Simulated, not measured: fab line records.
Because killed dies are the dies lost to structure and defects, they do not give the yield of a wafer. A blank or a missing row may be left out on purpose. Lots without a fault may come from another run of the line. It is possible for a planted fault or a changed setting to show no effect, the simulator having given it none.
Which tool did it? / flow nand-harc / 36 wafers sampled from 12 lots at 1 step of a route of 1159

WHAT THE GAUGES READ, wafer by wafer
NHARC_A_CHANNEL_HOLE_D1_CD_MEAS_30.
lot=L076; measured=day 9 08:28; on=cd-sem-03; cd-nm (nm)=89.1 89.5 89.4
lot=L077; measured=day 9 12:37; on=cd-sem-01; cd-nm (nm)=88.1 88.4 91.0
lot=L081; measured=day 10 00:25; on=cd-sem-01; cd-nm (nm)=90.7 90.9 91.0
lot=L079; measured=day 10 05:13; on=cd-sem-03; cd-nm (nm)=90.5 90.6 89.6
lot=L083; measured=day 10 21:04; on=cd-sem-03; cd-nm (nm)=89.7 91.0 88.9
lot=L084; measured=day 11 15:17; on=cd-sem-03; cd-nm (nm)=89.3 89.8 90.9
lot=L085; measured=day 12 04:13; on=cd-sem-03; cd-nm (nm)=92.7 91.9 92.7
lot=L088; measured=day 12 08:31; on=cd-sem-02; cd-nm (nm)=90.5 90.7 91.2
lot=L090; measured=day 12 13:17; on=cd-sem-02; cd-nm (nm)=90.6 89.0 89.1
lot=L092; measured=day 12 23:45; on=cd-sem-03; cd-nm (nm)=90.2 90.8 90.1
lot=L095; measured=day 13 21:47; on=cd-sem-02; cd-nm (nm)=89.6 89.0 88.6
lot=L097; measured=day 14 18:58; on=cd-sem-03; cd-nm (nm)=87.9 89.0 89.1

WHAT TOOL EACH LOT RAN ON (gives the tool, then ch and the chambers of the sampled wafers, and finally the start)
Before these readings, the record contains no process step.

THE ANSWER, worked out from the rows above alone
Rule: usual is defined by the lots themselves. Put in order of their means at a reading, lots are off if they are a third of the lots or fewer, leave a main group of 4 or more, and stand apart from it by a gap of 3 or more times the standard deviation of the main group's means; of several such gaps the widest counts. A main group whose means are all the same, to the digits that the tables above print for the reading, isn't used. Also off: a lot with no number at a reading for which 4 or more lots have one. The other lots that the step has rows for count as sound.
None of the lots is off at any reading shown; this tells nothing.

WHAT THE SIMULATOR HAD PUT IN
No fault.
